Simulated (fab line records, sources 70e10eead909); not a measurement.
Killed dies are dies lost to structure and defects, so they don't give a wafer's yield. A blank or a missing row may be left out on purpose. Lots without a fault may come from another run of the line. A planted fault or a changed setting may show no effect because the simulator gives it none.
A struck lot beside a sound one | flow nand_harc | 40 steps out of a route of 1159
Sound: wafers L820.2, L820.4, L820.5. Struck: wafer L823.5. (L823.1, L823.6 of the same lot were not struck and are left out.) The cause comes at the end.
At each step with rows: each side's tool, then ch and its chambers, then its first start. Under that, the readings that differ: sound wafers | struck wafers | difference of the means | sigmas: that difference in standard deviations of wafers without a fault.
alike: readings whose means differ by less than 2 such deviations, and words and numbers that are the same on both sides. not compared: withheld readings, readings that some wafer has no value for, bounds like >300 that may hide the same value, and numbers for which the record gives no deviation and whose values overlap.
The two part at a step that has a row with sigmas, a row that says differs or no value, or rows on one side only. Numbers that don't overlap but have no deviation are shown without sigmas and don't part them. A reading that every wafer of one side lacks parts them only if that side has two wafers or more.

NHARC_A_BONDPAD_OVL_MEAS_35:
  sound on overlay-02, day 18 14:22; struck on overlay-02, day 19 07:20
  alike: overlay_x_nm, overlay_y_nm
then, 1 step without rows for these wafers: NHARC_A_BONDPAD_HARDBAKE_10 (time 65 s).
NHARC_A_BONDPAD_DESCUM_11: chemistry O2, time 3 s.
  sound on rie_diel-05 ch 1,2,3, day 18 14:29; struck on rie_diel-03 ch 0, day 19 07:29
  reading                     | sound       | struck | difference | sigmas
  drypump_motor_current_A (A) | 5.2 5.7 6.6 | 4.9    | -0.9       | -2
  alike: chamber_pressure_mTorr, oes_product_au, rf_vpp_V, showerhead_plenum_p_Torr, throttle_valve_pct
  not compared: rf_hours_counter_h
then, 2 steps without rows for these wafers: NHARC_A_BONDPAD_ETCH_34 (etches the open film in N2/H2, target depth 60 nm, overetch 18 nm, time 65.91 s); NHARC_A_BONDPAD_ETCH_12 (etches the open film in CHF3/O2, target depth 220 nm, time 110 s).
NHARC_A_BONDPAD_CD_MEAS_13:
  sound on cd_sem-01, day 18 14:49; struck on cd_sem-01, day 19 07:47
  alike: cd_nm
then, 1 step without rows for these wafers: NHARC_A_BONDPAD_STRIP_15 (strips in O2).
NHARC_A_BONDPAD_ETCH_24: etches the open film in CF4/N2, target depth 30 nm, time 72.99 s.
  sound on rie_diel-03 ch 2,3; struck on rie_diel-02 ch 1
  reading                        | sound                | struck | difference | sigmas
  chamber_pressure_mTorr (mTorr) | 30.009 29.954 29.967 | 30.044 | +0.067     | +2
  alike: drypump_motor_current_A, oes_product_au, rf_vpp_V, showerhead_plenum_p_Torr, throttle_valve_pct
  not compared: rf_hours_counter_h
then, 2 steps without rows for these wafers: NHARC_A_BONDPAD_STRIP_16 (strips in post etch residue remover, time 600 s); NHARC_A_BONDPAD_DEGAS_25 (time 60 s).
NHARC_A_BONDPAD_PRE_CLEAN_26: time 30 s.
  sound on pvd_sputter-02; struck on pvd_sputter-02
  alike: heater_power_w
then, 1 step without rows for these wafers: NHARC_A_BONDPAD_PVD_17 (deposits TaN, target thk 5 nm, time 8.06 s).
NHARC_A_BONDPAD_PVD_27: deposits Cu, target thk 30 nm, time 20.49 s.
  sound on pvd_sputter-02, day 18 15:40; struck on pvd_sputter-02, day 19 08:44
  alike: throttle_valve_pct
then, 4 steps without rows for these wafers: NHARC_A_BONDPAD_ECD_18 (material Cu, target thk 400 nm); NHARC_A_BONDPAD_ANNEAL_28 (time 90 s); NHARC_A_BONDPAD_CMP_19 (polishes, t overpolish 30 s, cu recess touch 16 s, target thk 169.8 nm); NHARC_A_BONDPAD_SRD_21 (time 30 s, dry time 20 s).
NHARC_A_BONDPAD_INSPECT_23:
  sound on defect_inspect-01, day 18 17:05; struck on defect_inspect-01, day 19 10:10
  alike: raw_defect_count
then, 5 steps without rows for these wafers: NHARC_HYBRID_BOND_ACTIVATE_00 (chemistry N2, time 60 s); NHARC_HYBRID_BOND_PRECLEAN_01 (cleans in DIW, time 300 s); NHARC_HYBRID_BOND_SRD_02 (time 30 s, dry time 20 s); NHARC_HYBRID_BOND_BOND_03; NHARC_HYBRID_BOND_ANNEAL_04 (time 7200 s).
NHARC_HYBRID_BOND_OVL_MEAS_05:
  the record has rows for the sound wafers here (overlay-01, day 19 02:41) and none for the struck ones
NHARC_HYBRID_BOND_INSPECT_06: inspects for defects (ir void).
  the record has rows for the sound wafers here (defect_inspect-01, day 19 02:44) and none for the struck ones
NHARC_THIN_TSV_GRIND_00:
  the record has rows for the sound wafers here (grinder-01 ch 0, day 19 04:46) and none for the struck ones
NHARC_THIN_TSV_CMP_01: polishes.
  the record has rows for the sound wafers here (cmp-01 ch 1,2, day 19 05:47) and none for the struck ones
NHARC_THIN_TSV_THK_MEAS_02: measures by ir.
  the record has rows for the sound wafers here (film_metro-01, day 19 06:03) and none for the struck ones
then, 11 steps without rows for these wafers: NHARC_THIN_TSV_SRD_03; NHARC_THIN_TSV_PRECLEAN_41 (cleans in SC1); NHARC_THIN_TSV_SRD_42; NHARC_THIN_TSV_DEP_43 (deposits SiO2, target thk 1328.5 nm); NHARC_THIN_TSV_DEHYDRATE_04 (time 120 s); NHARC_THIN_TSV_HMDS_05 (time 30 s); NHARC_THIN_TSV_COAT_06; NHARC_THIN_TSV_SOFTBAKE_07 (time 95 s); NHARC_THIN_TSV_EBR_08; NHARC_THIN_TSV_EXPOSE_09 (exposes mask TSV); NHARC_THIN_TSV_PEB_10 (peb time 85 s).
NHARC_END_SORT_01:
  the record has rows for the struck wafers here (prober-02 ch 0, day 21 03:35) and none for the sound ones

WHERE THEY PART
First at NHARC_A_BONDPAD_DESCUM_11; last, within this record, at NHARC_END_SORT_01.

WHY: what the simulator had put in
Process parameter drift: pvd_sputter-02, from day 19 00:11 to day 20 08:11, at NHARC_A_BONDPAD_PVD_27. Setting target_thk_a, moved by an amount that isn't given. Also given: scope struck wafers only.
